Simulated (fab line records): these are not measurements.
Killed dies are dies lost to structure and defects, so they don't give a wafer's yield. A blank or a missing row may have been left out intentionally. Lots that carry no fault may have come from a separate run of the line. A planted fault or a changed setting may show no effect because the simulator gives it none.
A sampling plan put to the test / flow nand-harc / each of the 21 faults these records tell of, on one fab line, judged from the records of the lots it struck
The plan consists of the line's own looks: route steps at which the wafer is read by a gauge or an inspection but not changed. Where struck wafers have a number at a look and the file lists that look's usual mean and standard deviation on fault-free wafers, the look can be judged. Caught: the struck wafers' mean, at a look after the fault's first step, is 4 or more of those standard deviations (sigma) away from the usual mean. On the tool: the test repeated on the tool's own readings taken at the fault's steps. Caught also covers a different recipe on the struck wafers, or a record left blank for those wafers only.

## THE FAULTS, as the simulator had put them in
1. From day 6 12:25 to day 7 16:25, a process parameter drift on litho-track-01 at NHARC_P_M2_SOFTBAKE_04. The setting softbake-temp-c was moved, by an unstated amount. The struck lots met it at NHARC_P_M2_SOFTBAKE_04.
2. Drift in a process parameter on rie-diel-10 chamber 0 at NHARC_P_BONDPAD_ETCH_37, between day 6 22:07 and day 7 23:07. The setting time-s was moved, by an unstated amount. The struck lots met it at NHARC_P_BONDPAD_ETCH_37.
3. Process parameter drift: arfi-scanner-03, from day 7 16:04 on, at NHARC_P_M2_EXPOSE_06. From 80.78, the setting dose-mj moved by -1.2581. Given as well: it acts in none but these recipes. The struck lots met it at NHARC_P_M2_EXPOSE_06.
4. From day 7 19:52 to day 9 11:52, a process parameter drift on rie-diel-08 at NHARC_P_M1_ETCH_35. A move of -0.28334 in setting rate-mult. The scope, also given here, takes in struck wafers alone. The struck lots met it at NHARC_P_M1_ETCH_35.
5. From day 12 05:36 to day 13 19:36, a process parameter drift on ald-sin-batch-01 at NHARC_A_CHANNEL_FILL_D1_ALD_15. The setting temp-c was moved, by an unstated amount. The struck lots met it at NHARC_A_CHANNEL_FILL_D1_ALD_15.
6. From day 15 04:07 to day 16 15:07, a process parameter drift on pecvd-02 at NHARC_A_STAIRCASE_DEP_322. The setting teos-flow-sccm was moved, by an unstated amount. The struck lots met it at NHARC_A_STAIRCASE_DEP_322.
7. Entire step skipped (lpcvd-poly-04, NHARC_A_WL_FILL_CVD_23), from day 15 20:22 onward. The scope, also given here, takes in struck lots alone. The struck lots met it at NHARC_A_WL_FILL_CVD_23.
8. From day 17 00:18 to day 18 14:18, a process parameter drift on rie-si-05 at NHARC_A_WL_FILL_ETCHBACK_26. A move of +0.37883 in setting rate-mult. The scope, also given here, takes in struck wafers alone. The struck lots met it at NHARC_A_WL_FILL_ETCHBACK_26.
9. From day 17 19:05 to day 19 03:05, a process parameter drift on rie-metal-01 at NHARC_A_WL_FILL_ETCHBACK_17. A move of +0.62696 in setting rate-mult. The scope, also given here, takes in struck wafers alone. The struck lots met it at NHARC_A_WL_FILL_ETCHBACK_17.
10. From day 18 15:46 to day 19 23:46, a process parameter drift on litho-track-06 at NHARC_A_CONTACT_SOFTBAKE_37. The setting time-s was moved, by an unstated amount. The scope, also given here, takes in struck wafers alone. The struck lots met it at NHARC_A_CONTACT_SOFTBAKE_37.
11. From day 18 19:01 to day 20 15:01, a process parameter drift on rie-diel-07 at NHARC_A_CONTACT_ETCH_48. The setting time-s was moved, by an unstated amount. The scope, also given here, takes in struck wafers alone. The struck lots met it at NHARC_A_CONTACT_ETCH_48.
12. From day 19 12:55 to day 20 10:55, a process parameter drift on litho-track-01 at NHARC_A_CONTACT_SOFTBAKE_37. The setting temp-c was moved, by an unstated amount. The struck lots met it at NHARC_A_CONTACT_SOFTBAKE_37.
13. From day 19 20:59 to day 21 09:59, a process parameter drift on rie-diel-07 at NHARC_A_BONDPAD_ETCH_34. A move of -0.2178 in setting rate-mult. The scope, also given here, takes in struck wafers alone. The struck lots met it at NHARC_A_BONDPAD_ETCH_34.
14. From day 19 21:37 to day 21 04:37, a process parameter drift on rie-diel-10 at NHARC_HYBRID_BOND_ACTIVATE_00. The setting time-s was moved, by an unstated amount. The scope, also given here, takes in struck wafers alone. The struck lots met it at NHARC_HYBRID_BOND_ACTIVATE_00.
15. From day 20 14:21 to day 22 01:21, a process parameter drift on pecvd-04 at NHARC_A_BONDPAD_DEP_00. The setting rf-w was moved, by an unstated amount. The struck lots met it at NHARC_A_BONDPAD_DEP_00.
16. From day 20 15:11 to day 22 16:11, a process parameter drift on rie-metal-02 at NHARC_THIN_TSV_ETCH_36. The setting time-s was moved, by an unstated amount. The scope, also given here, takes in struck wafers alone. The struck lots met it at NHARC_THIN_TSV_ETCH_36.
17. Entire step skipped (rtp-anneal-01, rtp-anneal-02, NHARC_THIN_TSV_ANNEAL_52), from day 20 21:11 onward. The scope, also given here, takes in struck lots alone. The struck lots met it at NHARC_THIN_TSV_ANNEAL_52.
18. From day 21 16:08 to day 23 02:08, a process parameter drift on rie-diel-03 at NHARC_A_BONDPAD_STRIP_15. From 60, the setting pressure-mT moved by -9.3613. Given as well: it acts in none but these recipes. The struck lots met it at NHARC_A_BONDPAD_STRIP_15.
19. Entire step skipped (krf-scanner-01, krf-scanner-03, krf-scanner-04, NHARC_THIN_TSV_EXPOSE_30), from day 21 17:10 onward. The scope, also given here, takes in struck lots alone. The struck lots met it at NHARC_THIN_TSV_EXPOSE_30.
20. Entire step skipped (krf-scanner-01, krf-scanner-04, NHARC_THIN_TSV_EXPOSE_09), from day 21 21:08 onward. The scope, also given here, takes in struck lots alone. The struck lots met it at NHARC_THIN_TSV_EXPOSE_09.
21. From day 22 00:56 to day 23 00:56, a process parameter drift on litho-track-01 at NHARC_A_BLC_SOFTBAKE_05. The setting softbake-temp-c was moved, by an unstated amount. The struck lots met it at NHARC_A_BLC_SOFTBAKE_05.

## WHAT THE PLAN SAW
fault=1; on the tool itself=heater-power-total-W +81 sigma; first look that catches it=no look after it can be judged; reading, sigma=-; median hours from its first step to that look=-; hours from the fault's start to the first struck lot there=-; judged looks passed uncaught=0
fault=2; on the tool itself=run-length-s -66 sigma; first look that catches it=no look after it can be judged; reading, sigma=-; median hours from its first step to that look=-; hours from the fault's start to the first struck lot there=-; judged looks passed uncaught=0
fault=3; on the tool itself=exposure-dose-mJ-cm2 -13 sigma; first look that catches it=not the one look that can be judged after it; reading, sigma=-; median hours from its first step to that look=-; hours from the fault's start to the first struck lot there=-; judged looks passed uncaught=1
fault=4; on the tool itself=oes-product-au -24 sigma; first look that catches it=no look after it can be judged; reading, sigma=-; median hours from its first step to that look=-; hours from the fault's start to the first struck lot there=-; judged looks passed uncaught=0
fault=5; on the tool itself=susceptor-temp-C +91 sigma; first look that catches it=no look after it can be judged; reading, sigma=-; median hours from its first step to that look=-; hours from the fault's start to the first struck lot there=-; judged looks passed uncaught=0
fault=6; on the tool itself=mfc-precursor-sccm -33 sigma; first look that catches it=no look after it can be judged; reading, sigma=-; median hours from its first step to that look=-; hours from the fault's start to the first struck lot there=-; judged looks passed uncaught=0
fault=7; on the tool itself=the tool's record is blank for the struck wafers; first look that catches it=no look after it can be judged; reading, sigma=-; median hours from its first step to that look=-; hours from the fault's start to the first struck lot there=-; judged looks passed uncaught=0
fault=8; on the tool itself=oes-product-au +31 sigma; first look that catches it=not the one look that can be judged after it; reading, sigma=-; median hours from its first step to that look=-; hours from the fault's start to the first struck lot there=-; judged looks passed uncaught=1
fault=9; on the tool itself=oes-product-au +54 sigma; first look that catches it=not the one look that can be judged after it; reading, sigma=-; median hours from its first step to that look=-; hours from the fault's start to the first struck lot there=-; judged looks passed uncaught=1
fault=10; on the tool itself=heater-power-total-W +99 or beyond sigma; first look that catches it=not the one look that can be judged after it; reading, sigma=-; median hours from its first step to that look=-; hours from the fault's start to the first struck lot there=-; judged looks passed uncaught=1
fault=11; on the tool itself=run-length-s -47 sigma; first look that catches it=not the one look that can be judged after it; reading, sigma=-; median hours from its first step to that look=-; hours from the fault's start to the first struck lot there=-; judged looks passed uncaught=1
fault=12; on the tool itself=heater-power-total-W -22 sigma; first look that catches it=no look after it can be judged; reading, sigma=-; median hours from its first step to that look=-; hours from the fault's start to the first struck lot there=-; judged looks passed uncaught=0
fault=13; on the tool itself=oes-product-au -19 sigma; first look that catches it=not the one look that can be judged after it; reading, sigma=-; median hours from its first step to that look=-; hours from the fault's start to the first struck lot there=-; judged looks passed uncaught=1
fault=14; on the tool itself=run-length-s -23 sigma; first look that catches it=none of the 2 looks that can be judged after it; reading, sigma=-; median hours from its first step to that look=-; hours from the fault's start to the first struck lot there=-; judged looks passed uncaught=2
fault=15; on the tool itself=rf-fwd-power-W -99 or beyond sigma; first look that catches it=not the one look that can be judged after it; reading, sigma=-; median hours from its first step to that look=-; hours from the fault's start to the first struck lot there=-; judged looks passed uncaught=1
fault=16; on the tool itself=run-length-s -8.8 sigma; first look that catches it=not the one look that can be judged after it; reading, sigma=-; median hours from its first step to that look=-; hours from the fault's start to the first struck lot there=-; judged looks passed uncaught=1
fault=17; on the tool itself=the tool's record is blank for the struck wafers; first look that catches it=no look after it can be judged; reading, sigma=-; median hours from its first step to that look=-; hours from the fault's start to the first struck lot there=-; judged looks passed uncaught=0
fault=18; on the tool itself=chamber-pressure-mTorr -99 or beyond sigma; first look that catches it=not the one look that can be judged after it; reading, sigma=-; median hours from its first step to that look=-; hours from the fault's start to the first struck lot there=-; judged looks passed uncaught=1
fault=19; on the tool itself=no reading that can be judged; first look that catches it=no look after it can be judged; reading, sigma=-; median hours from its first step to that look=-; hours from the fault's start to the first struck lot there=-; judged looks passed uncaught=0
fault=20; on the tool itself=no reading that can be judged; first look that catches it=no look after it can be judged; reading, sigma=-; median hours from its first step to that look=-; hours from the fault's start to the first struck lot there=-; judged looks passed uncaught=0
fault=21; on the tool itself=heater-power-total-W -99 or beyond sigma; first look that catches it=not the one look that can be judged after it; reading, sigma=-; median hours from its first step to that look=-; hours from the fault's start to the first struck lot there=-; judged looks passed uncaught=1
A dash: the fault is not caught, or the number is missing from these records.

Caught at a look: 0 of 21. Caught on the tool: 19 of 21. By one or the other: 19 of 21.
Faults caught by the tool alone: 1, 2, 3, 4, 5, 6, 7, 8, 9, 10, 11, 12, 13, 14, 15, 16, 17, 18, 21.
Caught by neither: faults 19, 20.
